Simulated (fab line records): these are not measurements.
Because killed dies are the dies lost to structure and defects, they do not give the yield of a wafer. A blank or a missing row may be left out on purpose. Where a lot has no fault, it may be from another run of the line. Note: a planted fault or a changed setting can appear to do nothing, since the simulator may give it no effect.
fab line records	flow n5-finfet
record: lots: 6	wafers: 18	last-day: 19
route steps=1938 shown BEOL_M5@1130 PASSIVATION@1936
lots that met no fault: from a run of the same line without faults
start-h: start of the lot's first displayed wafer, in hours after the record's first day	wait-h: hours from the lot's prior step to this one	" identical to the entry in the row above	L1.1+2: a single row standing in for several wafers	- no value, or no start given	* or withheld: withheld	< > ~ a bound
route shown NAME@n: names a module that has steps shown in the file, with the first one's number in the route	usual: mean/standard deviation taken from wafers without a fault	same: alike in all rows	chamber/n: place in a boat	sites: each site's reading	_std_site: standard deviation of those values	_edge_site: the outer-site mean with the inner-site mean subtracted	radius-mm: for every site, how far away it sits from the centre of the wafer	mask NAME#n: copy n	behind: tool/chamber where the wafer was last shaped	hold: why the lot was held/for how many hours/how that ended	device: the n, p or np transistor that did not switch	end of line: the same wafers' tests at the end of the route	where a step has no rows: the recipe by itself	killed: count of dies lost to structure and defects at first sort (not the wafer's yield)	map: per-die view of a wafer (x killed, . not killed, _ where there is no die)
set.NAME: setting as actually run; set.NAME@STEP: the setting as run at that earlier step	model.NAME: the simulator's own value behind a step, which no gauge read
lots at some steps of the route; a table a step, a row a wafer
services: from which hour (start-h, from the record's first day; less than 0 if before it) a tool's chamber was out of use, for how many hours, and why
== steps ==
step: N5_BEOL_M5_ETCH_72
recipe: chemistry: N2/H2	target: underlayer	target-depth-a: 65	mask-material: CAR-EUV	time-s: 5.2	ion-energy-ev: 200	pressure-mtorr: 30	source-w: 840	bias-w: 150	n2-flow-sccm: 200	h2-flow-sccm: 200	ends: cleared
usual: drypump-motor-current-A: 5.8/0.37	etch-rf-on-time-s: 5.21/0.11	n2-flow-sccm: 200.0/0.63	oes-product-au: 0.67/0.079	rf-vpp-V: 523.5/2.3	showerhead-plenum-p-Torr: 2.52/0.068	throttle-valve-pct: 17.87/0.25
lot.wafer	tool	chamber	start-h	wait-h	drypump-motor-current-A	etch-rf-on-time-s	n2-flow-sccm	oes-product-au	rf-hours-counter-h	rf-vpp-V	showerhead-plenum-p-Torr	throttle-valve-pct
L673.2	rie-diel-03	3	202.27	0.0	5.7	5.45	199.8	0.81	1	526.0	2.61	17.65
L673.5	"	0	"	"	5.5	5.21	199.4	0.61	-	519.9	2.43	18.21
L673.6	"	1	"	"	5.2	5.14	199.6	0.80	-	528.4	2.60	17.72
L677.1	rie-diel-04	0	226.41	0.0	5.5	5.20	200.2	0.60	210	521.3	2.53	18.11
L677.3	"	2	"	"	6.0	5.35	201.0	0.59	232	522.5	2.50	17.76
L677.4	"	3	"	"	6.1	5.19	199.7	0.74	56	521.6	2.48	17.72
L680.3	rie-diel-04	3	288.70	0.0	6.0	5.20	200.2	0.72	75	521.4	2.48	17.78
L680.4	"	0	"	"	5.5	5.25	199.7	0.58	-	522.1	2.52	18.19
L680.6	"	1	"	"	5.4	5.06	199.9	0.67	-	522.6	2.44	18.01
L679.2	rie-diel-03	2	303.48	0.0	5.7	5.11	199.5	0.80	14	521.7	2.49	17.86
L679.3	"	3	"	"	5.7	5.38	200.6	0.73	34	523.7	2.60	17.70
L679.4	"	0	"	"	5.5	5.12	200.5	0.60	-	519.0	2.42	18.28
L686.1	rie-diel-02	1	308.74	0.0	6.4	5.16	200.4	0.59	224	522.4	2.51	17.75
L686.2	"	2	"	"	6.4	5.36	200.9	0.68	79	526.6	2.56	17.60
L686.5	"	3	"	"	5.5	5.28	199.7	0.69	-	528.0	2.67	17.64
L690.1	rie-diel-04	1	335.64	0.0	5.4	5.14	200.1	0.65	128	522.0	2.44	18.00
L690.2	"	0	"	"	5.5	5.24	199.2	0.59	239	525.3	2.52	18.20
L690.3	"	2	"	"	6.0	5.09	199.5	0.82	6	523.9	2.49	17.36
step: N5_BEOL_M5_ETCH_61
recipe: chemistry: CF4	target: SiARC	target-depth-a: 156	mask-material: CAR-EUV	time-s: 26	ion-energy-ev: 80	pressure-mtorr: 40	source-w: 545	bias-w: 36	Ar_flow_sccm: 100	cf4-flow-sccm: 100	ends: cleared
step: N5_BEOL_M5_ETCH_62
recipe: chemistry: N2/H2	target: SOC	target-depth-a: 750	overetch-a: 150	mask-material: SiARC	temp-c: 40	time-s: 112.5	ion-energy-ev: 200	pressure-mtorr: 30	source-w: 840	bias-w: 150	n2-flow-sccm: 200	h2-flow-sccm: 200
usual: drypump-motor-current-A: 5.8/0.37	n2-flow-sccm: 200.0/0.62	oes-product-au: 0.63/0.074	rf-vpp-V: 523.4/2.2	showerhead-plenum-p-Torr: 2.52/0.068	throttle-valve-pct: 17.83/0.25
lot.wafer	tool	chamber	start-h	wait-h	drypump-motor-current-A	n2-flow-sccm	oes-product-au	rf-hours-counter-h	rf-vpp-V	showerhead-plenum-p-Torr	throttle-valve-pct
L673.2	rie-diel-03	3	202.31	0.0	5.7	200.8	0.77	1	525.7	2.61	17.60
L673.5	"	0	"	"	5.5	201.2	0.57	-	521.9	2.43	18.17
L673.6	"	1	"	"	5.2	200.0	0.73	-	525.1	2.60	17.69
L677.1	rie-diel-04	0	226.46	0.0	5.5	200.5	0.56	210	524.4	2.53	18.11
L677.3	"	2	"	"	6.0	200.1	0.56	232	523.0	2.50	17.69
L677.4	"	3	"	"	6.1	200.1	0.69	56	523.0	2.48	17.67
L680.3	rie-diel-04	3	288.74	0.0	6.1	200.1	0.67	75	521.1	2.48	17.70
L680.4	"	0	"	"	5.5	200.3	0.55	-	521.8	2.52	18.15
L680.6	"	1	"	"	5.4	200.6	0.61	-	520.6	2.44	17.96
L679.2	rie-diel-03	2	303.52	0.0	5.7	199.9	0.73	14	523.2	2.49	17.82
L679.3	"	3	"	"	5.6	200.7	0.68	34	525.1	2.60	17.64
L679.4	"	0	"	"	5.5	199.6	0.55	-	519.5	2.42	18.23
L686.1	rie-diel-02	1	308.78	0.0	6.4	199.4	0.54	224	522.4	2.51	17.72
L686.2	"	2	"	"	6.4	200.3	0.63	79	524.9	2.56	17.58
L686.5	"	3	"	"	5.5	200.8	0.65	-	528.0	2.67	17.62
L690.1	rie-diel-04	1	335.69	0.0	5.4	200.5	0.60	128	521.6	2.44	17.96
L690.2	"	0	"	"	5.5	200.6	0.55	240	522.6	2.52	18.18
L690.3	"	2	"	"	6.0	199.3	0.75	6	522.7	2.49	17.31
step: N5_BEOL_M5_STRIP_63
recipe: chemistry: N2/H2	temp-c: 40	n2-flow-sccm: 200	h2-flow-sccm: 200	rf-frequency-hz: 6e+07
step: N5_BEOL_M5_STRIP_73
recipe: chemistry: N2/H2	temp-c: 40	n2-flow-sccm: 200	h2-flow-sccm: 200	rf-frequency-hz: 6e+07
step: N5_BEOL_M5_STRIP_64
recipe: chemistry: CF4	resist: SiARC	power-w: 300	bias-power-w: 75	pressure-mtorr: 50	cf4-flow-sccm: 150	rf-frequency-hz: 6e+07
usual: drypump-motor-current-A: 5.8/0.37	oes-product-au: 0.78/0.093	rf-vpp-V: 271.1/1.3	showerhead-plenum-p-Torr: 1.78/0.051	throttle-valve-pct: 13.61/0.23
lot.wafer	tool	chamber	start-h	wait-h	drypump-motor-current-A	oes-product-au	rf-hours-counter-h	rf-vpp-V	showerhead-plenum-p-Torr	throttle-valve-pct
L673.2	rie-diel-03	3	202.44	0.0	5.6	0.96	1	272.8	1.84	13.40
L673.5	"	0	"	"	5.5	0.71	-	271.0	1.72	13.87
L673.6	"	1	"	"	5.2	0.92	-	271.7	1.84	13.49
L677.1	rie-diel-04	0	226.59	0.0	5.5	0.70	210	271.6	1.78	13.75
L677.3	"	2	"	"	6.0	0.69	232	271.1	1.79	13.62
L677.4	"	3	"	"	6.0	0.87	56	270.2	1.74	13.29
L680.3	rie-diel-04	3	288.87	0.0	6.0	0.84	76	270.9	1.73	13.33
L680.4	"	0	"	"	5.5	0.69	-	270.4	1.78	13.78
L680.6	"	1	"	"	5.4	0.76	-	268.6	1.73	13.67
L679.2	rie-diel-03	2	303.65	0.0	5.7	0.91	14	270.8	1.78	13.54
L679.3	"	3	"	"	5.7	0.86	34	271.5	1.83	13.47
L679.4	"	0	"	"	5.5	0.70	-	270.7	1.71	13.96
L686.1	rie-diel-02	1	308.91	0.0	6.4	0.68	224	271.3	1.77	13.57
L686.2	"	2	"	"	6.4	0.80	79	271.3	1.81	13.38
L686.5	"	3	"	"	5.5	0.80	-	273.9	1.90	13.48
L690.1	rie-diel-04	1	335.82	0.0	5.4	0.75	128	270.0	1.72	13.68
L690.2	"	0	"	"	5.5	0.69	240	269.7	1.77	13.80
L690.3	"	2	"	"	6.0	0.93	6	271.0	1.78	13.10
step: N5_BEOL_M5_HM_OPEN_17
recipe: chemistry: Cl2/BCl3	target-depth-a: 200	overetch-a: 60	target: TiN	mask-material: SOC	ion-energy-ev: 150	pressure-mtorr: 10	icp-w: 1000	bias-w: 126	Cl2_flow_sccm: 53.25	bcl3-flow-sccm: 21.75	Ar_flow_sccm: 25
step: N5_BEOL_M5_STRIP_19
recipe: chemistry: O2	power-w: 400	temp-c: 40	pressure-mtorr: 30	rf-frequency-hz: 6e+07	bias-power-w: 0	overash-fraction: 0.2	o2-flow-sccm: 225
step: N5_BEOL_M5_CD_MEAS_18
recipe: pitch-nm: 56	target-cd-nm: 28
usual: cd-nm: 28.1/0.33
lot.wafer	tool	chamber	start-h	wait-h	cd-nm
L673.2	cd-sem-03	-	202.66	0.1	28.4
L673.5	"	-	"	"	28.4
L673.6	"	-	"	"	28.5
L677.1	cd-sem-01	-	226.81	0.0	28.1
L677.3	"	-	"	"	27.9
L677.4	"	-	"	"	28.2
L680.3	cd-sem-01	-	289.09	0.1	27.8
L680.4	"	-	"	"	27.8
L680.6	"	-	"	"	27.9
L679.2	cd-sem-01	-	303.87	0.1	28.3
L679.3	"	-	"	"	27.8
L679.4	"	-	"	"	27.9
L686.1	cd-sem-01	-	309.13	0.0	27.9
L686.2	"	-	"	"	28.1
L686.5	"	-	"	"	28.2
L690.1	cd-sem-03	-	336.04	0.0	28.1
L690.2	"	-	"	"	28.2
L690.3	"	-	"	"	28.8
step: N5_BEOL_M5_COAT_65
recipe: resist: SOC	temp-c: 250	time-s: 60	spin-rpm: 1500	resist-thk-nm: 60
step: N5_BEOL_M5_COAT_66
recipe: resist: SiARC	temp-c: 220	time-s: 60	spin-rpm: 1500	resist-thk-nm: 12
step: N5_BEOL_M5_COAT_74
recipe: resist: underlayer	temp-c: 205	time-s: 60	spin-rpm: 1500	resist-thk-nm: 5
step: N5_BEOL_M5_COAT_22
recipe: resist: CAR-EUV	spin-rpm: 1500	resist-thk-nm: 30
usual: chill-plate-temp-C: 22.98/0.11	spin-speed-rpm: 1500.0/0.93
lot.wafer	tool	chamber	start-h	wait-h	chill-plate-temp-C	spin-speed-rpm	model.CAR-EUV_of_BEOL_M5_COAT_22.thk-nm
L673.2	litho-track-05	0	202.71	-	23.05	1499.5	30
L673.5	"	0	"	"	23.09	1499.8	30
L673.6	"	0	"	"	22.96	1499.7	30
L677.1	litho-track-03	0	226.85	-	22.98	1501.7	30
L677.3	"	0	"	"	22.97	1500.0	30
L677.4	"	0	"	"	23.04	1501.7	30
L680.3	litho-track-03	0	290.06	-	22.89	1538.1	29.6
L680.4	"	0	"	"	22.85	1538.8	29.6
L680.6	"	0	"	"	22.94	1537.6	29.6
L679.2	litho-track-03	0	306.82	-	22.97	1539.3	29.6
L679.3	"	0	"	"	22.94	1537.1	29.8
L679.4	"	0	"	"	22.80	1536.7	29.8
L686.1	litho-track-02	0	312.32	-	23.09	1500.9	30.2
L686.2	"	0	"	"	23.06	1500.3	30
L686.5	"	0	"	"	23.02	1501.1	30
L690.1	litho-track-02	0	337.75	-	22.81	1500.4	30
L690.2	"	0	"	"	22.95	1501.0	30
L690.3	"	0	"	"	22.99	1500.5	30
step: N5_BEOL_M5_EBR_24
recipe: solvent: PGMEA	ebr-width-mm: 1.5
step: N5_BEOL_M5_SOFTBAKE_23
recipe: temp-c: 110	time-s: 60	resist: CAR-EUV
step: N5_BEOL_M5_EXPOSE_25
recipe: mask-id: V4	na: 0.33	source-shape: quasar	sigma-inner: 0.2	sigma-outer: 0.6	polarization: unpolarized	defocus-nm: 10	dose-mj: 52.75
step: N5_BEOL_M5_PEB_26
recipe: peb-temp-c: 100	peb-time-s: 60	resist: CAR-EUV
step: N5_BEOL_M5_DEVELOP_27
recipe: develop-time-s: 30	developer: TMAH	resist: CAR-EUV	rinse-liquid: surfactant-rinse	dry: air-spin	dev-temp-c: 23
step: N5_BEOL_M5_CD_MEAS_28
recipe: target-cd-nm: 30.6	landing-energy-ev: 500	detector: se-inlens	target-cd-y-nm: 20	polarity: opening
usual: cd-nm: 30.62/0.24
lot.wafer	tool	chamber	start-h	wait-h	cd-nm
L673.2	cd-sem-03	0	202.98	-	30.91
L673.5	"	0	"	"	30.53
L673.6	"	0	"	"	30.76
L677.1	cd-sem-01	0	227.28	-	30.89
L677.3	"	0	"	"	30.82
L677.4	"	0	"	"	30.66
L680.3	cd-sem-01	0	290.33	-	30.83
L680.4	"	0	"	"	31.08
L680.6	"	0	"	"	30.72
L679.2	cd-sem-03	0	307.09	-	31.16
L679.3	"	0	"	"	30.64
L679.4	"	0	"	"	30.66
L686.1	cd-sem-01	0	312.58	-	30.51
L686.2	"	0	"	"	30.84
L686.5	"	0	"	"	30.71
L690.1	cd-sem-03	0	338.15	-	30.51
L690.2	"	0	"	"	30.67
L690.3	"	0	"	"	30.85
step: N5_BEOL_M5_OVL_MEAS_29
recipe: points-per-wafer: 522
usual: V4_OVL: 0.2/0.73
lot.wafer	tool	chamber	start-h	wait-h	V4_OVL[nm]
L673.2	overlay-01	0	203.02	0.0	0.7
L673.5	"	0	"	"	1.1
L673.6	"	0	"	"	0.3
L677.1	overlay-02	0	227.31	0.0	0.6
L677.3	"	0	"	"	0.3
L677.4	"	0	"	"	1.4
L680.3	overlay-01	0	290.37	0.0	0.3
L680.4	"	0	"	"	-0.4
L680.6	"	0	"	"	-1.0
L679.2	overlay-02	0	307.13	0.0	1.1
L679.3	"	0	"	"	-1.3
L679.4	"	0	"	"	-0.8
L686.1	overlay-01	0	312.62	0.0	-0.9
L686.2	"	0	"	"	-0.1
L686.5	"	0	"	"	-0.9
L690.1	overlay-02	0	338.18	0.0	1.0
L690.2	"	0	"	"	1.2
L690.3	"	0	"	"	-0.1
step: N5_BEOL_M5_INSPECT_30
recipe: mode: adi	inspect-instrument: brightfield
usual: raw-defect-count: 429/100
lot.wafer	tool	chamber	start-h	wait-h	raw-defect-count
L673.2	defect-inspect-02	-	203.07	0.0	379
L673.5	"	-	"	"	382
L673.6	"	-	"	"	362
L677.1	defect-inspect-01	-	227.37	0.1	536
L677.3	"	-	"	"	420
L677.4	"	-	"	"	598
L680.3	defect-inspect-01	-	290.42	0.0	500
L680.4	"	-	"	"	548
L680.6	"	-	"	"	553
L679.2	defect-inspect-02	-	307.18	0.0	402
L679.3	"	-	"	"	534
L679.4	"	-	"	"	461
L686.1	defect-inspect-01	-	312.67	0.1	237
L686.2	"	-	"	"	208
L686.5	"	-	"	"	342
L690.1	defect-inspect-01	-	338.23	0.1	514
L690.2	"	-	"	"	450
L690.3	"	-	"	"	431
step: N5_BEOL_M5_DESCUM_33
recipe: chemistry: O2	time-s: 7	source-power-w: 50	bias-power-w: 20	pressure-mtorr: 20	rf-frequency-hz: 2.712e+07	temp-c: 40	resist: CAR-EUV	o2-flow-sccm: 225
usual: drypump-motor-current-A: 5.9/0.38	oes-product-au: 0.79/0.089	rf-vpp-V: 243.0/1.3	showerhead-plenum-p-Torr: 2.09/0.062	throttle-valve-pct: 20.43/0.15
lot.wafer	tool	chamber	start-h	wait-h	drypump-motor-current-A	oes-product-au	rf-hours-counter-h	rf-vpp-V	showerhead-plenum-p-Torr	throttle-valve-pct
L673.2	rie-diel-03	1	203.11	0.0	5.2	0.94	11	244.6	2.13	20.38
L673.5	"	3	"	"	5.7	0.97	-	242.6	2.14	20.23
L673.6	"	2	"	"	5.7	0.68	-	243.3	2.06	20.80
L677.1	rie-diel-04	3	227.58	0.2	6.1	0.88	57	242.6	2.05	20.37
L677.3	"	0	"	"	5.5	0.71	210	244.5	2.07	20.50
L677.4	"	2	"	"	6.0	0.69	232	243.4	2.08	20.39
L680.3	rie-diel-02	2	290.56	0.1	6.4	0.82	74	243.1	2.14	20.41
L680.4	"	1	"	"	6.4	0.71	220	243.3	2.08	20.40
L680.6	"	0	"	"	6.3	0.69	-	243.3	2.06	20.44
L679.2	rie-diel-02	3	307.21	0.0	5.5	0.83	66	246.3	2.22	20.39
L679.3	"	2	"	"	6.3	0.81	79	244.5	2.14	20.40
L679.4	"	0	"	"	6.3	0.68	222	244.0	2.06	20.44
L686.1	rie-diel-03	0	312.71	0.0	5.5	0.70	218	240.8	1.99	20.80
L686.2	"	2	"	"	5.7	0.91	16	243.3	2.05	20.39
L686.5	"	0	"	"	5.5	0.70	-	240.8	1.99	20.81
L690.1	rie-diel-02	2	338.27	0.0	6.3	0.81	84	244.0	2.14	20.40
L690.2	"	0	"	"	6.3	0.68	229	242.5	2.06	20.43
L690.3	"	3	"	"	5.5	0.82	73	245.1	2.22	20.40
step: N5_BEOL_M5_ETCH_75
recipe: chemistry: N2/H2	target: underlayer	target-depth-a: 65	mask-material: CAR-EUV	time-s: 5.2	ion-energy-ev: 200	pressure-mtorr: 30	source-w: 840	bias-w: 150	n2-flow-sccm: 200	h2-flow-sccm: 200	ends: cleared
step: N5_BEOL_M5_ETCH_67
recipe: chemistry: CF4	target: SiARC	target-depth-a: 156	mask-material: CAR-EUV	time-s: 26	ion-energy-ev: 80	pressure-mtorr: 40	source-w: 545	bias-w: 36	Ar_flow_sccm: 100	cf4-flow-sccm: 100	ends: cleared
usual: drypump-motor-current-A: 5.9/0.38	etch-rf-on-time-s: 26.0/0.42	oes-product-au: 0.67/0.072	rf-vpp-V: 183.9/1.2	showerhead-plenum-p-Torr: 2.13/0.058	throttle-valve-pct: 15.59/0.19
lot.wafer	tool	chamber	start-h	wait-h	drypump-motor-current-A	etch-rf-on-time-s	oes-product-au	rf-hours-counter-h	rf-vpp-V	showerhead-plenum-p-Torr	throttle-valve-pct	model.CAR-EUV_of_BEOL_M5_COAT_22.thk-nm
L673.2	rie-diel-03	1	203.16	0.0	5.2	25.9	0.79	11	184.1	2.19	15.57	11
L673.5	"	3	"	"	5.7	26.8	0.82	-	185.7	2.19	15.43	11
L673.6	"	2	"	"	5.7	26.6	0.59	-	184.6	2.12	16.09	11.2
L677.1	rie-diel-04	3	227.63	0.0	6.0	26.1	0.74	57	183.3	2.08	15.35	11.2
L677.3	"	0	"	"	5.5	25.6	0.61	210	183.9	2.12	15.70	11
L677.4	"	2	"	"	6.0	26.5	0.60	232	184.1	2.13	15.60	11.2
L680.3	rie-diel-02	2	290.62	0.0	6.3	26.5	0.69	74	184.4	2.16	15.38	10.8
L680.4	"	1	"	"	6.4	25.7	0.60	220	181.9	2.12	15.56	10.8
L680.6	"	0	"	"	6.3	25.8	0.59	-	183.0	2.11	15.69	10.6
L679.2	rie-diel-02	3	307.27	0.0	5.5	25.9	0.70	66	185.7	2.26	15.49	10.8
L679.3	"	2	"	"	6.3	26.1	0.69	79	185.3	2.16	15.39	11
L679.4	"	0	"	"	6.3	25.5	0.60	222	184.0	2.11	15.72	11
L686.1	rie-diel-03	0	312.76	0.0	5.5	25.9	0.60	218	182.6	2.04	15.99	11.2
L686.2	"	2	"	"	5.7	25.7	0.79	16	181.3	2.12	15.62	11.2
L686.5	"	0	"	"	5.5	25.7	0.61	-	183.2	2.04	16.00	11
L690.1	rie-diel-02	2	338.32	0.0	6.4	26.7	0.68	84	183.9	2.15	15.39	11.2
L690.2	"	0	"	"	6.3	25.8	0.59	229	181.7	2.11	15.74	11
L690.3	"	3	"	"	5.5	26.3	0.70	73	186.0	2.25	15.52	11
step: N5_BEOL_M5_ETCH_68
recipe: chemistry: N2/H2	target: SOC	target-depth-a: 800	overetch-a: 160	mask-material: SiARC	temp-c: 40	time-s: 120	ion-energy-ev: 200	pressure-mtorr: 30	source-w: 840	bias-w: 150	n2-flow-sccm: 200	h2-flow-sccm: 200
usual: drypump-motor-current-A: 5.9/0.38	n2-flow-sccm: 200.0/0.53	oes-product-au: 0.60/0.064	rf-vpp-V: 523.6/2.2	showerhead-plenum-p-Torr: 2.53/0.069	throttle-valve-pct: 17.78/0.22
lot.wafer	tool	chamber	start-h	wait-h	drypump-motor-current-A	n2-flow-sccm	oes-product-au	rf-hours-counter-h	rf-vpp-V	showerhead-plenum-p-Torr	throttle-valve-pct
L673.2	rie-diel-03	1	203.19	0.0	5.3	200.2	0.71	11	526.6	2.60	17.69
L673.5	"	3	"	"	5.7	199.6	0.74	-	525.3	2.61	17.61
L673.6	"	2	"	"	5.7	199.3	0.53	-	523.9	2.50	18.28
L677.1	rie-diel-04	3	227.66	0.0	6.1	199.8	0.66	57	522.2	2.48	17.68
L677.3	"	0	"	"	5.5	199.6	0.54	210	523.0	2.53	18.10
L677.4	"	2	"	"	6.0	199.9	0.54	232	523.4	2.50	17.70
L680.3	rie-diel-02	2	290.64	0.0	6.3	199.8	0.62	74	524.7	2.57	17.56
L680.4	"	1	"	"	6.4	200.5	0.54	220	521.9	2.51	17.73
L680.6	"	0	"	"	6.3	199.2	0.54	-	523.1	2.50	17.81
L679.2	rie-diel-02	3	307.29	0.0	5.5	199.6	0.62	66	528.3	2.67	17.61
L679.3	"	2	"	"	6.3	200.7	0.61	79	524.4	2.56	17.57
L679.4	"	0	"	"	6.3	200.0	0.53	222	523.2	2.50	17.81
L686.1	rie-diel-03	0	312.79	0.0	5.5	200.0	0.53	218	519.7	2.41	18.23
L686.2	"	2	"	"	5.7	199.6	0.70	16	522.9	2.49	17.82
L686.5	"	0	"	"	5.5	199.8	0.54	-	519.9	2.42	18.23
L690.1	rie-diel-02	2	338.35	0.0	6.4	200.2	0.62	84	524.6	2.56	17.57
L690.2	"	0	"	"	6.3	200.0	0.53	229	524.3	2.50	17.81
L690.3	"	3	"	"	5.5	199.6	0.62	73	526.9	2.67	17.63
step: N5_PASSIVATION_PROBE_49
usual: defect-limited-yield: 91.2/1.4	killed_at_M0_to_M3: 36/10	killed_at_M4_up: 13/5.1	killed-at-contacts: 12/5.4	killed-at-front-end: 39/11	killed-at-other: 3.5/2.4	killed-dies: 104/17	killed-on-rim: 14/3.8	killed-open: 67/13	killed-short: 36/8.3	sort_bin_5_function: 5.2/0.98	sort_bin_6_memory: 3.3/0.68	sort-n-pass: 1076/17	sort-yield-pct: 91.2/1.4
same: gross-dies: 1180	killed-at-back-side: 0	sort_bin_4_leakage[%]: 0	sort_bin_8_speed[%]: 0
lot.wafer	tool	chamber	start-h	wait-h	defect-limited-yield[%]	killed_at_M0_to_M3	killed_at_M4_up	killed-at-contacts	killed-at-front-end	killed-at-other	killed-dies	killed-on-rim	killed-open	killed-short	sort_bin_5_function[%]	sort_bin_6_memory[%]	sort-n-pass	sort-yield-pct[%]
L673.5	prober-01	-	283.89	0.2	91.6	38	14	5	40	2	99	17	59	38	4.9	3.2	1081	91.6
L677.1	prober-02	-	309.22	0.0	89.4	45	20	17	34	9	125	11	86	39	7.1	3.3	1055	89.4
L677.3	prober-02	-	309.32	0.1	91.9	31	13	16	33	3	96	13	64	32	5.5	2.5	1084	91.9
L677.4	prober-02	-	309.37	0.2	87.9	44	21	19	53	6	143	25	104	39	7.6	4.2	1037	87.9
L680.3	prober-02	-	410.57	1.0	90.6	35	11	17	44	4	111	16	76	33	5.9	3.1	1069	90.6
L680.4	prober-02	-	410.62	1.0	92.4	42	8	10	28	2	90	13	60	30	4.6	2.7	1090	92.4
L680.6	prober-02	-	410.72	1.1	89.8	42	11	17	47	3	120	21	73	46	6.3	3.5	1060	89.8
L686.1	prober-01	-	435.04	0.0	90.4	33	8	20	48	4	113	18	78	34	6.4	3.1	1067	90.4
L686.2	prober-01	-	435.09	0.1	90.8	27	8	17	54	2	108	17	70	38	5.8	3.0	1072	90.8
L686.5	prober-01	-	435.24	0.2	92.6	19	15	15	35	3	87	11	57	29	4.6	2.4	1093	92.6
killed by level:class
L673.5 FIN_SAQP:geometric-particle:short=14 BEOL_M0_SAQP:geometric-particle:open=12 STI_FIN_REVEAL:geometric-particle:open=10 BEOL_M0_SAQP:geometric-particle:short=10 BEOL_M4:geometric-particle:open=8 BEOL_M1:geometric-particle:open=5 BEOL_M3:geometric-particle:open=5 FIN_SAQP:geometric-particle:open=3
L677.1 BEOL_M4:geometric-particle:open=13 BEOL_M0_SAQP:geometric-particle:open=13 MOL_CONTACT_COAG:geometric-particle:open=12 FIN_SAQP:geometric-particle:open=9 BEOL_M3:geometric-particle:open=9 STI_FIN_REVEAL:geometric-particle:open=6 BEOL_M1:geometric-particle:short=6 MOL_CONTACT_COAG:geometric-particle:short=5
L677.3 MOL_CONTACT_COAG:geometric-particle:open=13 FIN_SAQP:geometric-particle:open=8 BEOL_M0_SAQP:geometric-particle:short=8 BEOL_M0_SAQP:geometric-particle:open=8 BEOL_M2:geometric-particle:open=8 FIN_SAQP:geometric-particle:short=5 BEOL_M4:geometric-particle:open=5 STI_FIN_REVEAL:geometric-particle:open=4
L677.4 FIN_SAQP:geometric-particle:open=17 MOL_CONTACT_COAG:geometric-particle:open=16 BEOL_M4:geometric-particle:open=14 BEOL_M1:geometric-particle:open=13 BEOL_M0_SAQP:geometric-particle:open=10 BEOL_M0_SAQP:geometric-particle:short=9 FIN_SAQP:geometric-particle:short=8 DUMMY_GATE:geometric-particle:open=6
L680.3 DUMMY_GATE:geometric-particle:open=13 MOL_CONTACT_COAG:geometric-particle:open=13 BEOL_M0_SAQP:geometric-particle:open=12 BEOL_M0_SAQP:geometric-particle:short=10 GATE_CUT:geometric-particle:short=6 FIN_SAQP:geometric-particle:open=5 BEOL_M2:geometric-particle:open=5 STI_FIN_REVEAL:geometric-particle:open=4
L680.4 BEOL_M0_SAQP:geometric-particle:short=14 BEOL_M0_SAQP:geometric-particle:open=13 MOL_CONTACT_COAG:geometric-particle:open=9 FIN_SAQP:geometric-particle:open=6 BEOL_M2:geometric-particle:open=5 FIN_SAQP:geometric-particle:short=5 DUMMY_GATE:geometric-particle:open=5 STI_FIN_REVEAL:geometric-particle:open=4
L680.6 BEOL_M0_SAQP:geometric-particle:short=16 BEOL_M0_SAQP:geometric-particle:open=13 MOL_CONTACT_COAG:geometric-particle:open=11 STI_FIN_REVEAL:geometric-particle:open=10 DUMMY_GATE:geometric-particle:open=7 BEOL_M3:geometric-particle:open=7 MOL_CONTACT_COAG:geometric-particle:short=6 FIN_SAQP:geometric-particle:open=5
L686.1 FIN_SAQP:geometric-particle:open=16 MOL_CONTACT_COAG:geometric-particle:open=16 BEOL_M1:geometric-particle:open=12 FIN_SAQP:geometric-particle:short=10 STI_FIN_REVEAL:geometric-particle:open=8 BEOL_M0_SAQP:geometric-particle:short=8 BEOL_M0_SAQP:geometric-particle:open=6 BEOL_M4:geometric-particle:open=5
L686.2 STI_FIN_REVEAL:geometric-particle:open=15 MOL_CONTACT_COAG:geometric-particle:open=14 FIN_SAQP:geometric-particle:short=11 BEOL_M0_SAQP:geometric-particle:short=8 FIN_SAQP:geometric-particle:open=7 DUMMY_GATE:geometric-particle:open=6 BEOL_M0_SAQP:geometric-particle:open=5 BEOL_M1:geometric-particle:open=5
L686.5 MOL_CONTACT_COAG:geometric-particle:open=13 FIN_SAQP:geometric-particle:open=9 FIN_SAQP:geometric-particle:short=7 BEOL_M0_SAQP:geometric-particle:short=6 BEOL_M4:geometric-particle:open=6 DUMMY_GATE:geometric-particle:open=4 BEOL_M1:geometric-particle:open=3 BEOL_M1:geometric-particle:short=3
== services ==
tool	chamber	start-h	hours	kind
rie-diel-03	3	185.10	-	clean
rie-diel-03	3	185.10	-	consumable-replace:focus-ring
rie-diel-03	3	185.10	14.8	scheduled-down
rie-diel-03	3	185.10	14.8	vent-cycle
rie-diel-03	3	204.86	4.9	repair
rie-diel-03	2	206.36	7.5	repair
litho-track-05	-	222.73	-	consumable-replace:filter
rie-diel-03	2	235.29	-	clean
rie-diel-03	2	235.29	-	consumable-replace:focus-ring
rie-diel-03	2	235.29	19.3	scheduled-down
rie-diel-03	2	235.29	19.3	vent-cycle
rie-diel-04	2	276.93	-	clean
rie-diel-04	2	276.93	-	consumable-replace:focus-ring
rie-diel-04	2	276.93	23.6	scheduled-down
rie-diel-04	2	276.93	23.6	vent-cycle
rie-diel-04	-	291.47	14.6	pm
rie-diel-03	1	298.37	98.2	repair
== key ==
first-sign: step: N5_BEOL_M5_COAT_22	reading: spin-speed-rpm	direction: up	sigmas: 41	usual: *	struck: *
effect none on later readings
model-effect: step: N5_BEOL_M5_COAT_22	value: CAR-EUV_of_BEOL_M5_COAT_22.thk-nm	without: 30.07	struck: 29.67
model-effect: step: N5_BEOL_M5_ETCH_67	value: CAR-EUV_of_BEOL_M5_COAT_22.thk-nm	without: 11.23	struck: 10.83
met-at N5_BEOL_M5_COAT_22
struck-wafers L679.2,L679.3,L679.4,L680.3,L680.4,L680.6
onset-between 226.85 290.06
fault: kind: process-parameter-drift	tool: litho-track-03	chamber: -	onset-h: 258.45	steps: N5_BEOL_M5_COAT_22	channel: spin-rpm	offset: *	shape: step	end-h: 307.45	acts-in: *	stated: *
